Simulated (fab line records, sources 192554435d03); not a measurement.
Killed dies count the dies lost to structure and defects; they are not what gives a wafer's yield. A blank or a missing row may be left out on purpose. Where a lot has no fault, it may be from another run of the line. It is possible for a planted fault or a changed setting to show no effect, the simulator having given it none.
Code-filled problem report in 8D (eight disciplines) form | flow n5-finfet | the parts of the form that need people (team, actions taken, sign-off) are left out

1. WHAT WENT WRONG
cathode-dc-power-W at N5_BEOL_M15_SPUTTER_44 reads a mean of 14347 W on 6 wafers of 2 lots; wafers without a fault read 15000 W with a standard deviation of 2.6. So: -99 or more standard deviations from the usual mean.
The step: material Ta, target thk 15 nm, time 24.19 s.
First observed at day 15 18:05: wafer L148.1, on pvd-sputter-01. Wafers with a number at this step in the record: 32, from 11 lots. The rule behind "out" and "out of limits": a value lying over 4 standard deviations away from the usual mean. The other wafers with a number count as sound.

2. WHAT THIS IS AND IS NOT
question                    | is                     | is not
which readings at this step | cathode-dc-power-W     | chamber-pressure-pa
which lots                  | L146, L148             | L133, L136, L139, L140, L145, L152, L153, L154, L155
which wafers of those lots  | all that have a number | -
read on which tools         | pvd-sputter-01         | pvd-sputter-02
when                        | from day 15 18:05      | up to then (15 sound wafers); but 11 sound wafers of L152, L153, L154, L155 came after

3. THE SUSPECTS, EACH WITH WHAT RULES IT OUT
Counting: a tool at a process step up to the reading stays a suspect if it ran every lot that is out and no sound lot after the first of them.
- rie-diel-04 at N5_BEOL_M15_DESCUM_33 (chemistry O2, time 7.9 s): ruled out as a lasting fault. Following L148 (day 15 13:56), the first lot on it that is out, the sound lots L154 were run on it.
- pvd-sputter-01 at N5_BEOL_M15_SPUTTER_43 (material TaN, target thk 15 nm, time 24.19 s): kept. It ran every lot that is out, first L148 (day 15 18:00), and no sound lot after that; its last sound lot up to then is L140 (day 13 19:06).
- pvd-sputter-01 at N5_BEOL_M15_SPUTTER_44 (material Ta, target thk 15 nm, time 24.19 s): kept. It ran every lot that is out, first L148 (day 15 18:05), and no sound lot after that; its last sound lot up to then is L140 (day 13 19:11). On those wafers its own readings are out: cathode-dc-power-W.
Left after counting: pvd-sputter-01 at N5_BEOL_M15_SPUTTER_43, pvd-sputter-01 at N5_BEOL_M15_SPUTTER_44.

4. THE CAUSE (what the simulator had put in)
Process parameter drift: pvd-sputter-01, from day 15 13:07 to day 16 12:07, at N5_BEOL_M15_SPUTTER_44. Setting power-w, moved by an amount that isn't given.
Counting leaves 2 suspects; this tool is one of them.

5. THE CHAIN OF EFFECTS, in route order
Each row: a reading whose mean over the struck wafers that have a number lies more than 3 standard deviations from the usual. Scope: only readings with a usual standard deviation given in the record; hours: median across lots of the time from each lot's start at the first step in this table that gives one to its start at this step; sigmas: change in usual standard deviations.
hours | step                   | reading            | usual   | on struck wafers | change | sigmas
0     | N5_BEOL_M15_SPUTTER_44 | cathode-dc-power-W | 15000 W | 14347            | -653   | -99 or more
Its process steps:
- N5_BEOL_M15_SPUTTER_44: material Ta, target thk 15 nm, time 24.19 s.
At these later measuring or inspecting steps, every struck wafer for which the step has a row has a number for every such reading, and none has moved that far: N5_BEOL_M15_THK_MEAS_50.

6. HOW IT WOULD HAVE BEEN CAUGHT EARLIER
5 hours passed between the start of the fault at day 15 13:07 and the first reading out of limits in this record, taken at day 15 18:05.
